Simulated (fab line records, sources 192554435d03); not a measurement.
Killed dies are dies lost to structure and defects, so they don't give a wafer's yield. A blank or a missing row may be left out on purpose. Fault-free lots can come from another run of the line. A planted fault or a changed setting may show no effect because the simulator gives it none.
Which tool did it?	flow n5_finfet	72 wafers from 24 lots sampled at 5 of the route's 1938 steps

## WHAT EACH GAUGE READ, for each wafer
N5_BEOL_M4_INSPECT_13: inspects for defects (brightfield). Usual: raw_defect_count 442, standard deviation 110.
lot	measured	on	raw_defect_count	flag
L074	day 7 10:20	defect_inspect-02	573 504 412	
L075	day 7 13:04	defect_inspect-01	370 329 453	
L076	day 8 03:46	defect_inspect-01	548 447 478	
L077	day 8 07:46	defect_inspect-01	474 457 418	
L078	day 8 14:11	defect_inspect-01	406 464 390	
L079	day 9 02:32	defect_inspect-01	509 422 480	
L080	day 9 10:40	defect_inspect-02	335 260 263	
L081	day 9 12:28	defect_inspect-02	540 584 659	
L082	day 9 16:52	defect_inspect-01	422 309 459	
L083	day 9 17:40	defect_inspect-02	359 458 420	
L084	day 10 05:20	defect_inspect-02	460 629 611	
L085	day 10 10:19	defect_inspect-01	575 381 383	
L086	day 10 19:25	defect_inspect-02	520 354 326	
L087	day 11 00:44	defect_inspect-01	541 479 592	
L088	day 11 03:22	defect_inspect-02	478 431 422	
L089	day 11 14:37	defect_inspect-02	333 294 398	
L090	day 11 21:55	defect_inspect-02	351 387 419	
L091	day 11 23:25	defect_inspect-01	642 383 531	
L093	day 11 23:19	defect_inspect-01	442 427 584	
L092	day 12 05:55	defect_inspect-02	333 318 388	
L094	day 13 11:22	defect_inspect-02	307 333 444	
L095	day 13 14:09	defect_inspect-02	410 379 469	
L097	day 13 17:34	defect_inspect-02	603 448 414	
L096	day 13 14:17	defect_inspect-02	458 431 640	

## TOOL THAT RAN EACH LOT (tool first, then ch and the chambers of the sampled wafers, then the start)
lot	N5_BEOL_M3_DESCUM_16	N5_BEOL_M3_DEGAS_44	N5_BEOL_M3_SPUTTER_88	N5_BEOL_M3_ANNEAL_95
L074	rie_diel-06 ch 2,3, day 7 00:32	pvd_sputter-01, day 7 05:37	pvd_sputter-01, day 7 07:05	pvd_sputter-01, day 7 07:49
L075	rie_diel-02 ch 0,2,3, day 7 05:17	pvd_sputter-01, day 7 08:25	pvd_sputter-01, day 7 09:54	pvd_sputter-01, day 7 10:38
L076	rie_diel-01 ch 0,1,2, day 7 05:34	pvd_sputter-02, day 7 12:46	pvd_sputter-03, day 7 14:41	pvd_sputter-03, day 7 23:19
L077	rie_diel-06 ch 2,3, day 7 14:07	pvd_sputter-02, day 7 23:59	pvd_sputter-03, day 8 03:08	pvd_sputter-03, day 8 03:52
L078	rie_diel-06 ch 0,1,3, day 8 05:20	pvd_sputter-03, day 8 09:37	pvd_sputter-01, day 8 11:10	pvd_sputter-01, day 8 11:55
L079	rie_diel-02 ch 1,2, day 8 11:44	pvd_sputter-02, day 8 21:07	pvd_sputter-03, day 8 22:44	pvd_sputter-03, day 8 23:28
L080	rie_diel-06 ch 2,3, day 8 18:11	pvd_sputter-01, day 9 05:54	pvd_sputter-01, day 9 07:20	pvd_sputter-01, day 9 08:05
L081	rie_diel-02 ch 2,3, day 9 02:28	pvd_sputter-03, day 9 06:17	pvd_sputter-01, day 9 09:42	pvd_sputter-01, day 9 10:26
L082	rie_diel-01 ch 0,2,3, day 9 09:47	pvd_sputter-03, day 9 12:00	pvd_sputter-01, day 9 13:28	pvd_sputter-01, day 9 14:12
L083	rie_diel-02 ch 0,2,3, day 9 09:59	pvd_sputter-02, day 9 12:05	pvd_sputter-03, day 9 14:53	pvd_sputter-03, day 9 15:37
L084	rie_diel-01 ch 1,2, day 9 19:38	pvd_sputter-03, day 10 00:14	pvd_sputter-02, day 10 01:56	pvd_sputter-02, day 10 02:40
L085	rie_diel-06 ch 0,2,3, day 10 01:28	pvd_sputter-01, day 10 05:14	pvd_sputter-02, day 10 07:08	pvd_sputter-02, day 10 07:52
L086	rie_diel-02 ch 2,3, day 10 04:05	pvd_sputter-01, day 10 13:26	pvd_sputter-01, day 10 15:25	pvd_sputter-01, day 10 16:09
L087	rie_diel-01 ch 0,1, day 10 14:17	pvd_sputter-01, day 10 20:31	pvd_sputter-02, day 10 21:59	pvd_sputter-02, day 10 22:43
L088	rie_diel-02 ch 1,2, day 10 14:34	pvd_sputter-02, day 10 20:54	pvd_sputter-01, day 10 22:31	pvd_sputter-01, day 10 23:15
L089	rie_diel-01 ch 0,1, day 11 00:13	pvd_sputter-01, day 11 09:13	pvd_sputter-03, day 11 11:14	pvd_sputter-03, day 11 11:59
L090	rie_diel-01 ch 0,2, day 11 04:46	pvd_sputter-02, day 11 14:20	pvd_sputter-03, day 11 16:22	pvd_sputter-03, day 11 17:07
L091	rie_diel-02 ch 1,2,3, day 11 07:35	pvd_sputter-03, day 11 18:04	pvd_sputter-01, day 11 20:10	pvd_sputter-01, day 11 20:55
L093	rie_diel-02 ch 1,2,3, day 11 08:50	pvd_sputter-01, day 11 18:04	pvd_sputter-02, day 11 20:12	pvd_sputter-02, day 11 20:59
L092	rie_diel-06 ch 1,2, day 11 10:14	pvd_sputter-01, day 11 23:02	pvd_sputter-02, day 12 00:48	pvd_sputter-02, day 12 01:32
L094	rie_diel-02 ch 1,2, day 12 14:10	pvd_sputter-03, day 13 04:51	pvd_sputter-03, day 13 06:22	pvd_sputter-03, day 13 07:06
L095	rie_diel-02 ch 0,1, day 12 19:02	pvd_sputter-01, day 13 08:11	pvd_sputter-03, day 13 09:48	pvd_sputter-03, day 13 10:32
L097	rie_diel-02 ch 0,1,2, day 12 22:59	pvd_sputter-03, day 13 11:08	pvd_sputter-02, day 13 12:46	pvd_sputter-02, day 13 13:30
L096	rie_diel-02 ch 0,1,2, day 13 01:02	pvd_sputter-01, day 13 08:43	pvd_sputter-01, day 13 10:30	pvd_sputter-01, day 13 11:14
- N5_BEOL_M3_DESCUM_16: chemistry O2, time 7 s.
- N5_BEOL_M3_DEGAS_44: time 60 s.
- N5_BEOL_M3_SPUTTER_88: material Cu, target thk 4.5 nm, time 8.29 s.
- N5_BEOL_M3_ANNEAL_95: time 240 s.

## WHAT THE TOOLS THEMSELVES READ (means of the sampled wafers that have a number; where no wafer has one, the mark that the record gives instead)
N5_BEOL_M3_DESCUM_16. Usual: chamber_pressure_mTorr 20.000 mTorr, standard deviation 0.017; drypump_motor_current_A 5.7 A, standard deviation 0.43; oes_product_au 0.76 a.u., standard deviation 0.092; rf_vpp_V 243.2 V, standard deviation 1.2; showerhead_plenum_p_Torr 2.09 Torr, standard deviation 0.07; throttle_valve_pct 20.44 %, standard deviation 0.24.
lot	tool	chamber_pressure_mTorr (mTorr)	drypump_motor_current_A (A)	oes_product_au (a.u.)	rf_vpp_V (V)	showerhead_plenum_p_Torr (Torr)	throttle_valve_pct (%)	flag
L074	rie_diel-06	19.989	5.4	0.85	244.2	2.14	20.29	
L075	rie_diel-02	20.017	6.0	0.70	242.5	2.07	20.62	
L076	rie_diel-01	20.001	5.8	0.81	243.4	2.08	20.35	
L077	rie_diel-06	20.010	5.3	0.78	244.1	2.15	20.46	
L078	rie_diel-06	19.996	5.6	0.75	242.8	2.09	20.38	
L079	rie_diel-02	20.004	5.6	0.74	243.7	2.12	20.42	
L080	rie_diel-06	19.987	5.3	0.78	243.7	2.15	20.46	
L081	rie_diel-02	20.002	6.2	0.68	243.5	2.10	20.56	
L082	rie_diel-01	19.997	5.6	0.78	242.7	2.13	20.43	
L083	rie_diel-02	19.994	6.0	0.68	242.1	2.07	20.67	
L084	rie_diel-01	20.015	6.2	0.81	242.8	2.05	20.19	
L085	rie_diel-06	20.008	5.5	0.84	243.7	2.11	20.40	
L086	rie_diel-02	20.004	6.2	0.68	244.0	2.10	20.57	
L087	rie_diel-01	19.993	6.1	0.83	243.4	2.07	20.45	
L088	rie_diel-02	19.986	5.6	0.72	243.3	2.11	20.45	
L089	rie_diel-01	19.989	5.7	0.80	242.9	2.10	20.63	
L090	rie_diel-01	20.004	5.5	0.72	243.8	2.08	20.32	
L091	rie_diel-02	20.005	5.8	0.70	243.4	2.08	20.45	
L093	rie_diel-02	20.010	5.8	0.70	242.7	2.08	20.46	
L092	rie_diel-06	20.001	5.3	0.78	244.8	2.12	20.47	
L094	rie_diel-02	20.001	5.4	0.71	243.6	2.05	20.32	
L095	rie_diel-02	20.001	5.7	0.85	243.3	2.15	20.46	
L097	rie_diel-02	20.011	5.6	0.78	243.6	2.13	20.47	
L096	rie_diel-02	20.003	5.7	0.78	243.3	2.13	20.47	

N5_BEOL_M3_DEGAS_44. Usual: heater_power_w 330 W, standard deviation 43; susceptor_temp_C 249.97 C, standard deviation 0.19.
lot	tool	heater_power_w (W)	susceptor_temp_C (C)	flag
L074	pvd_sputter-01	307	249.96	
L075	pvd_sputter-01	331	250.13	
L076	pvd_sputter-02	311	250.07	
L077	pvd_sputter-02	371	250.02	
L078	pvd_sputter-03	302	249.92	
L079	pvd_sputter-02	336	249.91	
L080	pvd_sputter-01	326	250.04	
L081	pvd_sputter-03	314	249.97	
L082	pvd_sputter-03	310	250.02	
L083	pvd_sputter-02	399	250.07	
L084	pvd_sputter-03	316	249.86	
L085	pvd_sputter-01	329	249.79	
L086	pvd_sputter-01	322	249.99	
L087	pvd_sputter-01	327	249.96	
L088	pvd_sputter-02	369	250.01	
L089	pvd_sputter-01	322	249.91	
L090	pvd_sputter-02	367	250.18	
L091	pvd_sputter-03	320	249.97	
L093	pvd_sputter-01	321	250.02	
L092	pvd_sputter-01	336	249.89	
L094	pvd_sputter-03	309	249.97	
L095	pvd_sputter-01	330	250.10	
L097	pvd_sputter-03	312	249.91	
L096	pvd_sputter-01	325	250.11	

N5_BEOL_M3_SPUTTER_88. Usual: susceptor_temp_C -20.00 C, standard deviation 0.1; throttle_valve_pct 30.0 %, standard deviation 1.1.
lot	tool	susceptor_temp_C (C)	throttle_valve_pct (%)	flag
L074	pvd_sputter-01	-20.00	29.5	
L075	pvd_sputter-01	-19.97	29.0	
L076	pvd_sputter-03	-20.07	30.3	
L077	pvd_sputter-03	-20.06	30.7	
L078	pvd_sputter-01	-19.89	29.0	
L079	pvd_sputter-03	-20.03	30.9	
L080	pvd_sputter-01	-19.90	29.0	
L081	pvd_sputter-01	-20.00	29.8	
L082	pvd_sputter-01	-20.05	28.9	
L083	pvd_sputter-03	-20.10	30.1	
L084	pvd_sputter-02	-19.99	30.9	
L085	pvd_sputter-02	-19.95	30.3	
L086	pvd_sputter-01	-19.97	28.9	
L087	pvd_sputter-02	-20.02	30.5	
L088	pvd_sputter-01	-19.86	29.0	
L089	pvd_sputter-03	-19.96	30.9	
L090	pvd_sputter-03	-19.91	30.9	
L091	pvd_sputter-01	-19.95	29.1	
L093	pvd_sputter-02	-20.07	29.9	
L092	pvd_sputter-02	-20.16	30.2	
L094	pvd_sputter-03	-20.00	30.6	
L095	pvd_sputter-03	-20.03	30.8	
L097	pvd_sputter-02	-19.97	30.2	
L096	pvd_sputter-01	-20.01	28.8	

N5_BEOL_M3_ANNEAL_95. Usual: heater_power_w 827 W, standard deviation 110; susceptor_temp_C 399.97 C, standard deviation 0.21.
lot	tool	heater_power_w (W)	susceptor_temp_C (C)	flag
L074	pvd_sputter-01	802	399.90	
L075	pvd_sputter-01	826	400.03	
L076	pvd_sputter-03	802	400.10	
L077	pvd_sputter-03	749	399.83	
L078	pvd_sputter-01	854	399.89	
L079	pvd_sputter-03	791	399.99	
L080	pvd_sputter-01	797	399.92	
L081	pvd_sputter-01	789	399.77	
L082	pvd_sputter-01	836	400.03	
L083	pvd_sputter-03	757	400.15	
L084	pvd_sputter-02	1054	399.84	
L085	pvd_sputter-02	909	399.88	
L086	pvd_sputter-01	828	400.09	
L087	pvd_sputter-02	847	399.95	
L088	pvd_sputter-01	856	399.94	
L089	pvd_sputter-03	782	399.84	
L090	pvd_sputter-03	769	399.91	
L091	pvd_sputter-01	809	399.99	
L093	pvd_sputter-02	988	400.02	
L092	pvd_sputter-02	839	400.02	
L094	pvd_sputter-03	773	400.00	
L095	pvd_sputter-03	770	400.05	
L097	pvd_sputter-02	838	400.20	
L096	pvd_sputter-01	844	399.90	

## THE ANSWER, worked out from the rows above alone
Rule: a lot counts as off when the mean over its wafers that have a number is more than 3 standard deviations away from the usual mean. Also off: a lot with no number at a reading for which 4 or more lots have one. The other lots that the step has rows for count as sound. First the gauges in route order, then the tools' own readings, where a lot's mean is used as printed above. The first step at which some lot is off is used, and at that step the reading that is off furthest; a lot without a number counts as furthest.
No lot is off at any reading shown: from this, nothing can be told.

## WHAT THE SIMULATOR PUT IN
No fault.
